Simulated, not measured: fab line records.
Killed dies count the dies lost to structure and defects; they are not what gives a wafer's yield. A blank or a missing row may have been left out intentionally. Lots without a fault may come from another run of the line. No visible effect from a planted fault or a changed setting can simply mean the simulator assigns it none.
Which tool is to blame? -- flow nandHarc -- Sampling: 11 lots, 33 wafers, 6 of 1159 route steps

WHAT THE GAUGES READ, wafer by wafer
NHARC_P_M2_CD_MEAS_09 targets a cd of 170 nm.
lot,measured,on,cdNm (nm)
L122,day 6 08:11,cdSem-01,170.0 171.0 170.2
L124,day 6 18:05,cdSem-02,168.8 168.9 169.1
L125,day 6 19:07,cdSem-01,170.5 169.6 171.0
L126,day 7 04:50,cdSem-01,169.9 170.7 170.0
L127,day 7 11:14,cdSem-03,169.6 170.0 169.4
L128,day 7 16:55,cdSem-02,169.9 169.8 170.7
L129,day 7 20:18,cdSem-03,171.2 171.1 170.6
L130,day 8 05:10,cdSem-02,169.2 169.1 169.9
L132,day 9 02:14,cdSem-01,171.1 169.9 170.8
L142,day 11 03:50,cdSem-03,186.6 185.6 186.2
L145,day 12 03:42,cdSem-03,183.2 183.4 183.4

NHARC_END_SORT_01.
lot,measured,on,defectLimitedYield (%),killedAtArray,killedAtOther,killedAtPeriphery,killedDies,killedOpen,killedShort,sort_bin_2_pct (%),sort_bin_3_pct (%),sort_bin_4_pct (%),sortNPass,sortRimYieldPct (%),sortYieldPct (%)
L142,day 25 09:01,prober-01,93.9 97.3 95.1,34 17 30,0 0 1,7 1 2,41 18 33,3 0 0,3 2 1,1.6 0.9 1.5,0.44 0 0.15,4.0 1.8 3.2,636 659 644,98 93 98,93.9 97.3 95.1
L145,day 26 10:52,prober-01,95.4,20,0,11,31,2,6,1.9,0.30,2.4,646,94,95.4

WHAT TOOL EACH LOT RAN ON (gives the tool, then ch and the chambers of the sampled wafers, and finally the start)
lot,NHARC_P_M1_DESCUM_14,NHARC_P_M1_PRE_CLEAN_30,NHARC_P_M1_DEP_33,NHARC_P_M2_EXPOSE_06
L122,"rieDiel-05 ch 0,2,3, day 6 04:05","pvdSputter-02, day 6 06:59 or earlier","pecvd-03 ch 0,1,2, day 6 06:59","arfiScanner-01 ch 0, day 6 08:03"
L124,"rieDiel-07 ch 1,2, day 6 13:56","pvdSputter-02, day 6 16:44 or earlier","pecvd-03 ch 0,1,2, day 6 16:44","arfiScanner-02 ch 0, day 6 17:56"
L125,"rieDiel-07 ch 0,2,3, day 6 14:57","pvdSputter-02, day 6 17:48 or earlier","pecvd-04 ch 0,2, day 6 17:48","arfiScanner-01 ch 0, day 6 18:58"
L126,"rieDiel-11 ch 0,1, day 7 00:50","pvdSputter-01, day 7 03:37 or earlier","pecvd-02 ch 1,2, day 7 03:37","arfiScanner-01 ch 0, day 7 04:41"
L127,"rieDiel-05 ch 1,3, day 7 06:49","pvdSputter-01, day 7 10:02 or earlier","pecvd-03 ch 0,2, day 7 10:02","arfiScanner-01 ch 0, day 7 11:05"
L128,"rieDiel-11 ch 0,3, day 7 12:47","pvdSputter-02, day 7 15:31 or earlier","pecvd-03 ch 0,1, day 7 15:31","arfiScanner-02 ch 0, day 7 16:46"
L129,"rieDiel-11 ch 0,2,3, day 7 16:00","pvdSputter-02, day 7 18:47 or earlier","pecvd-03 ch 0,1,2, day 7 18:47","arfiScanner-01 ch 0, day 7 20:10"
L130,"rieDiel-07 ch 0,1,3, day 8 00:50","pvdSputter-03, day 8 03:41 or earlier","pecvd-04 ch 0,2, day 8 03:41","arfiScanner-03 ch 0, day 8 05:01"
L132,"rieDiel-07 ch 0,1, day 8 22:17","pvdSputter-01, day 9 01:04 or earlier","pecvd-02 ch 1,2, day 9 01:04","arfiScanner-03 ch 0, day 9 02:06"
L142,"rieDiel-07 ch 1,2, day 10 23:38","pvdSputter-03, day 11 02:40 or earlier","pecvd-02 ch 0,1,2, day 11 02:40","arfiScanner-03 ch 0, day 11 03:42"
L145,"rieDiel-11 ch 0,3, day 11 23:34","pvdSputter-03, day 12 02:28 or earlier","pecvd-03 ch 0,1,2, day 12 02:28","arfiScanner-03 ch 0, day 12 03:34"
- NHARC_P_M1_DESCUM_14: chemistry O2, time 3 s.
- NHARC_P_M1_PRE_CLEAN_30: time 30 s.
- NHARC_P_M1_DEP_33: deposits SiCN, target thk 30 nm.
- NHARC_P_M2_EXPOSE_06: exposes mask P M2, target cd 170 nm.

AS READ BY THE TOOLS THEMSELVES (means over the sampled wafers that have a number; for cases with no such wafer, the mark the record gives instead)
NHARC_P_M1_DESCUM_14.
lot,tool,drypumpMotorCurrentA (A),oesProductAu (a.u.),rfVppV (V),showerheadPlenumPTorr (Torr),throttleValvePct (%)
L122,rieDiel-05,6.1,0.994,58.0,2.04,11.311
L124,rieDiel-07,5.8,0.978,57.3,1.92,11.319
L125,rieDiel-07,5.9,1.001,57.5,1.90,11.316
L126,rieDiel-11,5.5,1.015,58.0,1.87,11.319
L127,rieDiel-05,4.9,0.997,57.8,2.06,11.306
L128,rieDiel-11,5.3,1.014,57.6,1.95,11.318
L129,rieDiel-11,5.6,1.002,58.1,1.95,11.312
L130,rieDiel-07,5.6,0.998,58.0,1.88,11.320
L132,rieDiel-07,5.4,0.993,56.9,1.90,11.310
L142,rieDiel-07,6.1,1.000,58.7,1.94,11.317
L145,rieDiel-11,5.3,1.002,58.2,1.95,11.312

NHARC_P_M1_PRE_CLEAN_30.
lot,tool,heaterPowerW (W),susceptorTempC (C)
L122,pvdSputter-02,402,279.95
L124,pvdSputter-02,400,279.84
L125,pvdSputter-02,420,280.29
L126,pvdSputter-01,456,279.91
L127,pvdSputter-01,420,279.93
L128,pvdSputter-02,432,279.92
L129,pvdSputter-02,393,-
L130,pvdSputter-03,435,279.98
L132,pvdSputter-01,436,280.05
L142,pvdSputter-03,429,279.95
L145,pvdSputter-03,405,280.02

NHARC_P_M1_DEP_33.
lot,tool,heaterPowerW (W),susceptorTempC (C)
L122,pecvd-03,592,369.86
L124,pecvd-03,622,370.05
L125,pecvd-04,441,370.02
L126,pecvd-02,524,370.23
L127,pecvd-03,635,370.13
L128,pecvd-03,602,369.94
L129,pecvd-03,590,369.89
L130,pecvd-04,476,370.14
L132,pecvd-02,549,370.12
L142,pecvd-02,604,369.89
L145,pecvd-03,615,369.87

NHARC_P_M2_EXPOSE_06.
lot,tool,exposureDoseMJCm2
L122,arfiScanner-01,80.77
L124,arfiScanner-02,80.69
L125,arfiScanner-01,80.84
L126,arfiScanner-01,80.76
L127,arfiScanner-01,80.66
L128,arfiScanner-02,80.79
L129,arfiScanner-01,80.78
L130,arfiScanner-03,80.81
L132,arfiScanner-03,80.75
L142,arfiScanner-03,105.87
L145,arfiScanner-03,100.69

THE ANSWER, worked out from the rows above alone
Rule: what is usual is taken from the lots themselves. The widest of any qualifying gaps counts: lots, ordered by their means at a reading, are off when they make up no more than a third of the lots, leave a main group of 4 or more, and stand apart from it by 3 or more times the standard deviation of that group's means. Not used: any main group whose means are identical at the precision the tables above print for the reading. A lot without any number at a reading at which 4 lots or more have one is off too. All remaining lots with rows at the step are treated as sound. First the gauges in route order, then the tools' own readings, where a lot's mean is used as printed above. The first step at which some lot is off is used, and at that step the reading that is off furthest; a lot without a number counts as furthest.
Off at NHARC_P_M2_CD_MEAS_09 (cdNm): L142, L145. The main group has a mean of 170.1 nm with a standard deviation of 0.6.
If a tool, at a process step before that reading, ran all the lots that are off and no sound lot after the first of them, it fits. The gauges at NHARC_P_M2_CD_MEAS_09 aren't tried: what is off there is off at NHARC_P_M2_EXPOSE_06 too, on other tools, and a gauge's error can't cause that. With no start given for some of its lots, NHARC_P_M1_PRE_CLEAN_30 uses the hours and lot order of NHARC_P_M1_DEP_33. 2 tools fit, pvdSputter-03 at NHARC_P_M1_PRE_CLEAN_30 and arfiScanner-03 at NHARC_P_M2_EXPOSE_06, so this cannot tell which one it is.

WHAT WAS PUT IN BY THE SIMULATOR
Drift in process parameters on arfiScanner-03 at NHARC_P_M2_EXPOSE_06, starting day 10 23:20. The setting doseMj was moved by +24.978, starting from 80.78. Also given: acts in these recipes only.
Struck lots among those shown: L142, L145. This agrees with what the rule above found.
